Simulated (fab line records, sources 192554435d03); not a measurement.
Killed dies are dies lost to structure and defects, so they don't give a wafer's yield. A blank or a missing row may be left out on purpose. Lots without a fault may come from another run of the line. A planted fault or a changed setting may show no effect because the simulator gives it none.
Problem report in the 8D (eight disciplines) form, filled by code | flow n5_finfet | the parts of the form that need people (team, actions taken, sign-off) are left out

1. THE PROBLEM
rf_fwd_power_W at N5_BEOL_M5_ETCH_41 reads a mean of 486.5 W on 6 wafers of 2 lots; wafers without a fault read 391.6 W with a standard deviation of 1.2. That is +79 standard deviations from the usual mean.
The step: etches SiCN in CH3F/O2, target depth 31.5 nm, time 56.7 s.
First seen on wafer L741.3, day 12 02:08, on rie_diel-05. The record holds 30 wafers of 10 lots with a number at this step. Rule for "out", or "out of limits": more than 4 standard deviations from the usual mean. The other wafers with a number count as sound.

2. WHAT IT IS AND WHAT IT IS NOT
question                    | is                       | is not
which readings at this step | rf_fwd_power_W, rf_vpp_V | drypump_motor_current_A, oes_product_au, showerhead_plenum_p_Torr, throttle_valve_pct
which lots                  | L741, L744               | L731, L739, L745, L747, L748, L750, L751, L753
which wafers of those lots  | all that have a number   | -
read on which tools         | rie_diel-05              | rie_diel-03, rie_diel-04
when                        | from day 12 02:08        | up to then (6 sound wafers); but 18 sound wafers of L745, L747, L748, L750, L751, L753 came after

3. SUSPECTS, AND WHAT RULES EACH OUT
Counting: a tool at a process step up to the reading stays a suspect if it ran every lot that is out and no sound lot after the first of them.
- rie_diel-05 at N5_BEOL_M5_ETCH_41 (etches SiCN in CH3F/O2, target depth 31.5 nm, time 56.7 s): ruled out as a lasting fault. Sound lots L753 ran on it after its first lot that is out, L741 (day 12 02:08).
Left after counting: nothing in the record.

4. THE CAUSE (what the simulator had put in)
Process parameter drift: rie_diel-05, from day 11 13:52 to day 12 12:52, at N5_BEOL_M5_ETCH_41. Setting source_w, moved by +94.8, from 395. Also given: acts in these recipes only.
Counting ruled it out, wrongly.

5. THE CHAIN OF EFFECTS, in route order
Each row: a reading whose mean over the struck wafers that have a number lies more than 3 standard deviations from the usual. Only readings for which the record gives a usual standard deviation are gone through. hours: the time from each lot's start at the first step in this table that gives one to its start at this step, as a median over the lots. sigmas: the change in usual standard deviations.
hours | step               | reading        | usual   | on struck wafers | change | sigmas
0     | N5_BEOL_M5_ETCH_41 | rf_fwd_power_W | 391.6 W | 486.5            | +94.9  | +79
0     | N5_BEOL_M5_ETCH_41 | rf_vpp_V       | 297.5 V | 277.8            | -19.7  | -15
The process steps in it:
- N5_BEOL_M5_ETCH_41: etches SiCN in CH3F/O2, target depth 31.5 nm, time 56.7 s.

6. WHAT WOULD HAVE CAUGHT IT SOONER
In this record the first reading out of limits was taken at day 12 02:08, 12 hours after the fault began at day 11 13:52.
